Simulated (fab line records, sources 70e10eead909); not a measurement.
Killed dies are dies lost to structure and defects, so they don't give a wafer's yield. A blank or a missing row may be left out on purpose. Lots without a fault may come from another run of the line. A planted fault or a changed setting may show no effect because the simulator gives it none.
Problem report in the 8D (eight disciplines) form, filled by code | flow nand_harc | the parts of the form that need people (team, actions taken, sign-off) are left out

1. THE PROBLEM
heater_power_total_W at NHARC_A_BLC_SOFTBAKE_05 reads a mean of 189.91 W on 6 wafers of 2 lots; wafers without a fault read 188.46 W with a standard deviation of 0.14. That is +10 standard deviations from the usual mean.
The step: time 55 s.
First seen on wafer L927.1, day 30 15:00, on litho_track-06. The record holds 36 wafers of 12 lots with a number at this step. Rule for "out", or "out of limits": more than 4 standard deviations from the usual mean. The other wafers with a number count as sound.

2. WHAT IT IS AND WHAT IT IS NOT
question                    | is                     | is not
which readings at this step | heater_power_total_W   | -
which lots                  | L927, L928             | L907, L908, L909, L911, L912, L913, L914, L916, L918, L930
which wafers of those lots  | all that have a number | -
read on which tools         | litho_track-06         | litho_track-01, litho_track-04
when                        | from day 30 15:00      | up to then (27 sound wafers); but 3 sound wafers of L930 came after

3. SUSPECTS, AND WHAT RULES EACH OUT
Counting: a tool at a process step up to the reading stays a suspect if it ran every lot that is out and no sound lot after the first of them.
- cvd_w-01 at NHARC_A_CONTACT_CVD_19 (deposits W, target thk 300 nm, time 802 s): ruled out as a lasting fault. Sound lots L930 ran on it after its first lot that is out, L927 (day 30 15:00). NHARC_A_CONTACT_CVD_19 gives no start for some lots, so the hours and the order of its lots are those of NHARC_A_BLC_SOFTBAKE_05.
- litho_track-06 at NHARC_A_BLC_SOFTBAKE_05 (time 55 s): kept. It ran every lot that is out, first L927 (day 30 15:00), and no sound lot after that; its last sound lot up to then is L918 (day 26 14:00). Its own readings are out on those wafers: heater_power_total_W.
Left after counting: litho_track-06 at NHARC_A_BLC_SOFTBAKE_05.

4. THE CAUSE (what the simulator had put in)
Process parameter drift: litho_track-06, from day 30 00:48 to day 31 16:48, at NHARC_A_BLC_SOFTBAKE_05. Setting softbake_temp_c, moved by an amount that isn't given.
Counting left only this tool.

5. THE CHAIN OF EFFECTS, in route order
Each row: a reading whose mean over the struck wafers that have a number lies more than 3 standard deviations from the usual. Only readings for which the record gives a usual standard deviation are gone through. hours: the time from each lot's start at the first step in this table that gives one to its start at this step, as a median over the lots. sigmas: the change in usual standard deviations.
hours | step                    | reading              | usual    | on struck wafers | change | sigmas
0     | NHARC_A_BLC_SOFTBAKE_05 | heater_power_total_W | 188.46 W | 189.91           | +1.44  | +10
The process steps in it:
- NHARC_A_BLC_SOFTBAKE_05: time 55 s.

6. WHAT WOULD HAVE CAUGHT IT SOONER
In this record the first reading out of limits was taken at day 30 15:00, 14 hours after the fault began at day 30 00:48.
